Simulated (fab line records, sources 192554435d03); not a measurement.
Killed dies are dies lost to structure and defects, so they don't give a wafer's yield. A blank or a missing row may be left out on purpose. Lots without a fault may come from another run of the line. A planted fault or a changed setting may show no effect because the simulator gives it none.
fab line records | flow n5_finfet
record lots=9 wafers=27 last_day=18
route steps=1938 shown BEOL_M9@1417 PASSIVATION@1936
lots that met no fault: from a run of the same line without faults
start_h: hours from the record's first day to the start of the lot's first wafer shown | wait_h: hours since the lot's step before | " the same as in the row above | L1.1+2: a row that stands for several wafers | - no value, or no start given | * or withheld: withheld | < > ~ a bound
route shown NAME@n: a module of which the file shows steps, and the number in the route of the first | usual: mean/standard deviation of fault-free wafers | same: alike in all rows | chamber/n: place in a boat | sites: the reading at each site | _std_site: their standard deviation | _edge_site: outer sites' mean less inner sites' | radius_mm: how far each site lies from the wafer's centre | mask NAME#n: copy n | behind: the tool/chamber that last shaped the wafer | hold: why the lot was held/for how many hours/how that ended | device: the transistor (n, p or np) that didn't switch | end of line: the same wafers' tests at the end of the route | a step without rows: its recipe alone | killed: dies lost to structure and defects at the first sort, not the wafer's yield | map: a wafer's dies, x killed, . not, _ none there
set.NAME: the setting as run; set.NAME@STEP: as run at that earlier step | model.NAME: the simulator's own value behind a step, which no gauge read
steps of the route over a sample of lots; a table a step, a row a wafer
services: from which hour (start_h, from the record's first day; less than 0 if before it) a tool's chamber was out of use, for how many hours, and why
## steps
# step N5_BEOL_M9_DESCUM_16
# recipe chemistry=O2 time_s=7.9 source_power_w=50 bias_power_w=20 pressure_mtorr=20 rf_frequency_hz=2.712e+07 temp_c=40 resist=CAR-ArF o2_flow_sccm=225
# usual drypump_motor_current_A=5.90/0.3 o2_flow_sccm=225.0/0.73 oes_product_au=0.82/0.087 rf_vpp_V=243.3/1 showerhead_plenum_p_Torr=2.10/0.046 throttle_valve_pct=20.39/0.26
# columns lot.wafer tool chamber start_h wait_h drypump_motor_current_A o2_flow_sccm oes_product_au rf_hours_counter_h rf_vpp_V showerhead_plenum_p_Torr throttle_valve_pct
L999.1 rie_diel-02 2 211.60 0.0 6.30 226.4 0.95 17 244.3 2.13 20.44
L999.2 " 1 " " 6.35 224.4 0.73 185 244.0 2.07 20.68
L999.3 " 0 " " 5.44 224.6 0.79 90 243.6 2.10 20.35
L100.1 rie_diel-02 0 215.36 0.0 5.46 224.8 0.79 91 245.3 2.10 20.33
L100.2 " 2 " " 6.31 226.2 0.95 18 243.2 2.13 20.45
L100.5 " 0 " " 5.43 225.5 0.80 - 244.8 2.10 20.32
L110.2 rie_diel-01 2 280.24 0.1 5.49 224.6 0.66 247 244.3 2.15 20.80
L110.3 " 0 " " 6.33 225.0 0.93 20 244.7 2.14 20.03
L110.6 " 0 " " 6.35 225.0 0.92 - 243.0 2.14 20.02
L111.2 rie_diel-02 1 296.34 0.0 6.38 224.7 0.70 211 243.1 2.06 20.69
L111.3 " 3 " " 5.62 223.9 0.70 182 243.4 2.08 20.24
L111.5 " 2 " " 6.32 225.5 0.88 - 243.9 2.13 20.48
L112.1 rie_diel-05 1 296.55 0.1 5.89 224.1 0.84 72 243.8 2.11 20.08
L112.4 " 0 " " 6.06 224.7 0.83 - 244.2 2.12 20.62
L112.5 " 1 " " 5.89 224.2 0.84 - 241.5 2.11 20.08
L116.1 rie_diel-05 3 305.95 0.1 6.03 223.8 0.95 3 242.7 2.15 20.12
L116.2 " 0 " " 6.08 223.9 0.83 82 244.0 2.12 20.64
L116.3 " 1 " " 5.92 226.4 0.83 75 243.3 2.11 20.09
L118.1 rie_diel-05 3 331.72 0.1 6.02 226.2 0.93 8 244.9 2.15 20.14
L118.4 " 1 " " 5.89 225.8 0.83 80 243.5 2.11 20.09
L118.5 " 0 " " 6.06 224.1 0.82 - 243.1 2.12 20.65
L120.1 rie_diel-01 0 352.67 0.0 6.34 224.9 0.88 41 244.6 2.13 20.05
L120.2 " 1 " " 5.90 224.7 0.89 31 243.1 2.04 20.15
L120.4 " 3 " " 5.77 225.8 0.74 170 241.1 2.00 20.73
L121.2 rie_diel-05 2 360.94 0.0 5.49 225.2 0.76 115 242.4 2.11 20.47
L121.4 " 1 " " 5.90 225.1 0.82 89 244.5 2.11 20.11
L121.5 " 0 " " 6.09 225.1 0.80 - 244.6 2.12 20.66
# step N5_BEOL_M9_ETCH_61
# recipe chemistry=CF4 target=SiARC target_depth_a=390 mask_material=CAR-ArF time_s=65 ion_energy_ev=80 pressure_mtorr=40 source_w=545 bias_w=36 Ar_flow_sccm=100 cf4_flow_sccm=100 ends=cleared
# usual drypump_motor_current_A=5.9/0.3 etch_rf_on_time_s=64.5/0.93 oes_product_au=0.70/0.075 rf_vpp_V=184.1/0.95 showerhead_plenum_p_Torr=2.15/0.041 throttle_valve_pct=15.55/0.27
# columns lot.wafer tool chamber start_h wait_h drypump_motor_current_A etch_rf_on_time_s oes_product_au rf_hours_counter_h rf_vpp_V showerhead_plenum_p_Torr throttle_valve_pct
L999.1 rie_diel-02 2 211.63 0.0 6.3 61.9 0.80 17 184.1 2.19 15.60
L999.2 " 1 " " 6.4 63.9 0.62 185 184.2 2.13 15.91
L999.3 " 0 " " 5.4 64.4 0.68 90 183.4 2.16 15.57
L100.1 rie_diel-02 0 215.40 0.0 5.4 64.7 0.67 91 183.4 2.16 15.57
L100.2 " 2 " " 6.3 62.3 0.80 18 184.7 2.19 15.60
L100.5 " 0 " " 5.4 64.5 0.68 - 182.7 2.16 15.57
L110.2 rie_diel-01 2 280.27 0.0 5.5 66.2 0.57 247 185.0 2.20 16.00
L110.3 " 0 " " 6.3 65.4 0.79 20 184.9 2.19 15.17
L110.6 " 0 " " 6.3 65.0 0.79 - 184.8 2.19 15.16
L111.2 rie_diel-02 1 296.37 0.0 6.4 64.6 0.60 211 184.4 2.12 15.95
L111.3 " 3 " " 5.7 65.9 0.62 182 183.9 2.14 15.48
L111.5 " 2 " " 6.3 62.3 0.77 - 184.4 2.18 15.65
L112.1 rie_diel-05 1 296.59 0.0 5.9 64.6 0.71 72 184.8 2.17 15.32
L112.4 " 0 " " 6.0 63.3 0.72 - 184.2 2.17 15.74
L112.5 " 1 " " 5.9 64.7 0.71 - 185.5 2.17 15.30
L116.1 rie_diel-05 3 305.98 0.0 6.0 64.3 0.81 3 184.6 2.19 15.18
L116.2 " 0 " " 6.1 63.3 0.70 82 184.0 2.17 15.76
L116.3 " 1 " " 5.9 64.0 0.71 75 184.9 2.17 15.31
L118.1 rie_diel-05 3 331.75 0.0 6.0 63.9 0.80 8 184.5 2.19 15.21
L118.4 " 1 " " 5.9 64.6 0.71 80 184.5 2.17 15.32
L118.5 " 0 " " 6.1 62.7 0.70 - 185.1 2.16 15.76
L120.1 rie_diel-01 0 352.70 0.0 6.3 64.1 0.76 41 184.8 2.18 15.21
L120.2 " 1 " " 5.9 64.1 0.76 31 183.1 2.10 15.34
L120.4 " 3 " " 5.8 64.3 0.64 170 183.1 2.05 15.94
L121.2 rie_diel-05 2 360.97 0.0 5.5 65.4 0.66 115 183.4 2.15 15.55
L121.4 " 1 " " 5.9 65.6 0.69 89 184.0 2.16 15.34
L121.5 " 0 " " 6.2 64.1 0.69 - 184.5 2.16 15.77
# step N5_BEOL_M9_STRIP_67
# recipe chemistry=CF4 resist=SiARC power_w=300 bias_power_w=75 pressure_mtorr=50 cf4_flow_sccm=150 rf_frequency_hz=6e+07
# usual drypump_motor_current_A=5.9/0.3 oes_product_au=0.82/0.085 rf_vpp_V=271.4/1.2 showerhead_plenum_p_Torr=1.80/0.032 throttle_valve_pct=13.52/0.28
# columns lot.wafer tool chamber start_h wait_h drypump_motor_current_A oes_product_au rf_hours_counter_h rf_vpp_V showerhead_plenum_p_Torr throttle_valve_pct
L999.1 rie_diel-02 2 211.83 0.0 6.3 0.92 17 272.6 1.83 13.50
L999.2 " 1 " " 6.4 0.72 185 272.6 1.79 13.88
L999.3 " 0 " " 5.4 0.79 91 272.8 1.81 13.53
L100.1 rie_diel-02 0 215.59 0.0 5.4 0.79 91 271.7 1.81 13.53
L100.2 " 2 " " 6.3 0.92 18 272.3 1.83 13.51
L100.5 " 0 " " 5.4 0.79 - 270.7 1.81 13.52
L110.2 rie_diel-01 2 280.47 0.0 5.5 0.66 247 271.4 1.85 14.05
L110.3 " 0 " " 6.3 0.92 20 271.5 1.83 13.11
L110.6 " 0 " " 6.4 0.92 - 271.6 1.83 13.11
L111.2 rie_diel-02 1 296.57 0.0 6.3 0.70 211 270.9 1.78 13.95
L111.3 " 3 " " 5.7 0.72 182 270.6 1.79 13.49
L111.5 " 2 " " 6.3 0.87 - 271.2 1.82 13.56
L112.1 rie_diel-05 1 296.78 0.0 5.9 0.83 72 268.7 1.82 13.28
L112.4 " 0 " " 6.1 0.82 - 271.3 1.82 13.68
L112.5 " 1 " " 5.9 0.84 - 271.5 1.82 13.28
L116.1 rie_diel-05 3 306.18 0.0 6.0 0.94 3 273.9 1.83 13.10
L116.2 " 0 " " 6.1 0.82 82 271.8 1.81 13.68
L116.3 " 1 " " 5.8 0.83 75 270.9 1.82 13.28
L118.1 rie_diel-05 3 331.95 0.0 6.0 0.92 8 272.0 1.82 13.12
L118.4 " 1 " " 5.9 0.83 80 271.4 1.81 13.28
L118.5 " 0 " " 6.1 0.82 - 271.7 1.81 13.69
L120.1 rie_diel-01 0 352.90 0.0 6.3 0.88 41 271.5 1.83 13.17
L120.2 " 1 " " 5.9 0.89 31 269.4 1.76 13.29
L120.4 " 3 " " 5.8 0.75 170 270.4 1.73 13.93
L121.2 rie_diel-05 2 361.17 0.0 5.5 0.78 115 270.9 1.80 13.54
L121.4 " 1 " " 5.9 0.81 89 271.0 1.81 13.31
L121.5 " 0 " " 6.1 0.81 - 270.2 1.81 13.73
# step N5_BEOL_M9_INSPECT_30
# recipe mode=adi inspect_instrument=brightfield
# usual raw_defect_count=402/93
# columns lot.wafer tool chamber start_h wait_h raw_defect_count
L999.1 defect_inspect-02 - 214.25 0.1 446
L999.2 " - " " 323
L999.3 " - " " 376
L100.1 defect_inspect-01 - 217.27 0.1 272
L100.2 " - " " 330
L100.5 " - " " 461
L110.2 defect_inspect-01 - 281.63 0.0 305
L110.3 " - " " 762
L110.6 " - " " 738
L111.2 defect_inspect-01 - 298.79 0.0 391
L111.3 " - " " 296
L111.5 " - " " 307
L112.1 defect_inspect-01 - 298.87 0.1 543
L112.4 " - " " 469
L112.5 " - " " 449
L116.1 defect_inspect-01 - 309.86 0.1 516
L116.2 " - " " 435
L116.3 " - " " 379
L118.1 defect_inspect-02 - 332.85 0.1 507
L118.4 " - " " 401
L118.5 " - " " 555
L120.1 defect_inspect-01 - 355.73 0.1 737
L120.2 " - " " 456
L120.4 " - " " 724
L121.2 defect_inspect-02 - 362.97 0.0 356
L121.4 " - " " 368
L121.5 " - " " 390
# step N5_BEOL_M9_DESCUM_33
# recipe chemistry=O2 time_s=7 source_power_w=50 bias_power_w=20 pressure_mtorr=20 rf_frequency_hz=2.712e+07 temp_c=40 resist=CAR-EUV o2_flow_sccm=225
# usual drypump_motor_current_A=5.9/0.33 o2_flow_sccm=225.0/0.73 oes_product_au=0.79/0.093 rf_vpp_V=243.3/1 showerhead_plenum_p_Torr=2.09/0.046 throttle_valve_pct=20.42/0.24
# columns lot.wafer tool chamber start_h wait_h drypump_motor_current_A o2_flow_sccm oes_product_au rf_hours_counter_h rf_vpp_V showerhead_plenum_p_Torr throttle_valve_pct
L999.1 rie_diel-01 2 214.28 0.0 5.5 225.2 0.67 224 244.9 2.16 20.76
L999.2 " 3 " " 5.8 225.1 0.78 125 242.8 2.01 20.69
L999.3 " 1 " " 6.0 225.1 0.67 243 243.6 2.05 20.40
L100.1 rie_diel-01 3 217.31 0.0 5.8 224.9 0.78 125 243.4 2.01 20.69
L100.2 " 2 " " 5.5 226.0 0.68 225 245.1 2.16 20.78
L100.5 " 1 " " 5.9 226.1 0.66 - 243.2 2.05 20.40
L110.2 rie_diel-02 3 281.86 0.2 5.6 225.8 0.71 177 242.0 2.08 20.23
L110.3 " 1 " " 6.4 224.9 0.71 206 242.5 2.07 20.70
L110.6 " 0 " " 5.5 225.1 0.78 - 243.7 2.10 20.38
L111.2 rie_diel-02 0 298.82 0.0 5.4 225.8 0.77 117 244.0 2.09 20.39
L111.3 " 3 " " 5.6 224.3 0.71 183 242.6 2.08 20.26
L111.5 " 1 " " 6.3 226.1 0.71 - 242.6 2.06 20.70
L112.1 rie_diel-02 1 299.25 0.4 6.3 225.8 0.71 212 242.6 2.06 20.68
L112.4 " 0 " " 5.4 224.2 0.77 117 243.5 2.09 20.39
L112.5 " 1 " " 6.3 226.3 0.70 - 241.6 2.06 20.70
L116.1 rie_diel-01 0 309.89 0.0 6.4 224.8 0.90 31 243.0 2.14 20.02
L116.2 " 3 " " 5.8 226.5 0.76 156 243.0 2.00 20.74
L116.3 " 1 " " 5.9 224.6 0.92 18 243.0 2.04 20.11
L118.1 rie_diel-02 2 333.00 0.2 6.3 225.3 0.86 53 243.1 2.12 20.50
L118.4 " 1 " " 6.4 223.7 0.70 221 244.1 2.06 20.73
L118.5 " 0 " " 5.4 226.1 0.75 - 243.0 2.09 20.40
L120.1 rie_diel-02 3 355.76 0.0 5.7 225.1 0.70 198 243.7 2.08 20.27
L120.2 " 0 " " 5.4 224.9 0.75 133 243.5 2.09 20.41
L120.4 " 1 " " 6.4 225.7 0.69 228 242.5 2.06 20.73
L121.2 rie_diel-02 1 363.00 0.0 6.4 225.3 0.70 230 241.4 2.06 20.72
L121.4 " 0 " " 5.4 224.8 0.76 - 244.5 2.09 20.40
L121.5 " 1 " " 6.4 225.8 0.69 - 242.9 2.06 20.72
# step N5_PASSIVATION_PROBE_49
# usual defect_limited_yield=91.4/1.6 killed_at_M0_to_M3=34/12 killed_at_M4_up=13/5.2 killed_at_contacts=11/5.5 killed_at_front_end=40/13 killed_at_other=3.4/2.7 killed_dies=102/19 killed_on_rim=13/4.3 killed_open=66/15 killed_short=33/7.9 sort_bin_5_function=5.1/1.1 sort_bin_6_memory=3.2/0.7 sort_n_pass=1078/19 sort_yield_pct=91.4/1.6
# same gross_dies=1180 killed_at_back_side=0 sort_bin_4_leakage[%]=0 sort_bin_8_speed[%]=0
# columns lot.wafer tool chamber start_h wait_h defect_limited_yield[%] killed_at_M0_to_M3 killed_at_M4_up killed_at_contacts killed_at_front_end killed_at_other killed_dies killed_on_rim killed_open killed_short sort_bin_5_function[%] sort_bin_6_memory[%] sort_n_pass sort_yield_pct[%]
L110.2 prober-01 - 357.12 0.1 90.5 16 16 7 64 9 112 15 78 32 5.3 3.8 1068 90.5
L110.3 prober-01 - 357.17 0.1 84.2 32 84 5 63 2 186 29 80 36 8.8 5.3 994 84.2
L110.6 prober-01 - 357.32 0.3 85.2 12 90 2 67 4 175 34 68 31 9.7 3.7 1005 85.2
# killed by level:class
L110.2 STI_FIN_REVEAL:geometric_particle:open=13 FIN_SAQP:geometric_particle:open=8 FIN_SAQP:geometric_particle:short=7 BEOL_M1:geometric_particle:open=7 STI_FIN_REVEAL:geometric_particle:short=6 DUMMY_GATE:geometric_particle:open=6 MOL_CONTACT_COAG:geometric_particle:open=6 SPACER0:geometric_particle:open=4
L110.3 BEOL_M9:unspecified=69 FIN_SAQP:geometric_particle:open=18 FIN_SAQP:geometric_particle:short=12 STI_FIN_REVEAL:geometric_particle:open=12 BEOL_M0_SAQP:geometric_particle:short=7 BEOL_M0_SAQP:geometric_particle:open=6 BEOL_M4:geometric_particle:open=5 BEOL_M0:geometric_particle:open=5
L110.6 BEOL_M9:unspecified=74 STI_FIN_REVEAL:geometric_particle:open=25 FIN_SAQP:geometric_particle:open=12 FIN_SAQP:geometric_particle:short=6 STI_FIN_REVEAL:geometric_particle:short=4 SPACER0:geometric_particle:short=4 BEOL_M4:geometric_particle:open=4 ILD0:geometric_particle:open=3
## services
# columns tool chamber start_h hours kind
rie_diel-02 3 191.01 10.1 repair
rie_diel-01 0 196.11 - clean
rie_diel-01 0 196.11 - consumable_replace:focus_ring
rie_diel-01 0 196.11 21.7 scheduled_down
rie_diel-01 0 196.11 21.7 vent_cycle
rie_diel-05 1 210.89 6.7 repair
rie_diel-01 1 233.89 - clean
rie_diel-01 1 233.89 - consumable_replace:focus_ring
rie_diel-01 1 233.89 18.3 scheduled_down
rie_diel-01 1 233.89 18.3 vent_cycle
rie_diel-02 - 275.29 0.6 repair
rie_diel-05 3 281.88 - clean
rie_diel-05 3 281.88 - consumable_replace:focus_ring
rie_diel-05 3 281.88 15.8 scheduled_down
rie_diel-05 3 281.88 15.8 vent_cycle
rie_diel-01 2 290.98 - clean
rie_diel-01 2 290.98 - consumable_replace:focus_ring
rie_diel-01 2 290.98 20.7 scheduled_down
rie_diel-01 2 290.98 20.7 vent_cycle
rie_diel-02 - 303.01 0.5 repair
rie_diel-01 0 311.36 5.4 repair
rie_diel-01 - 338.55 0.3 repair
rie_diel-02 2 361.69 4.1 repair
## key
first_sign step=N5_BEOL_M9_INSPECT_30 reading=raw_defect_count direction=up sigmas=3.7 usual=402 struck=750
effect step=N5_PASSIVATION_PROBE_49 reading=killed_at_M4_up direction=up sigmas=14 usual=13 struck=87
more_kills_born_at N5_BEOL_M9_ETCH_61@rie_diel-01=143
met_at N5_BEOL_M9_ETCH_61
struck_lots L110
struck_wafers L110.3,L110.6
not_acting_at N5_BEOL_M9_DESCUM_16,N5_BEOL_M9_STRIP_67,N5_BEOL_M9_DESCUM_33
fault kind=chamber_particle_source tool=rie_diel-01 chamber=0 onset_h=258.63 steps=N5_BEOL_M9_ETCH_61 rate_per_visit_cm2=0.58721 end_h=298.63
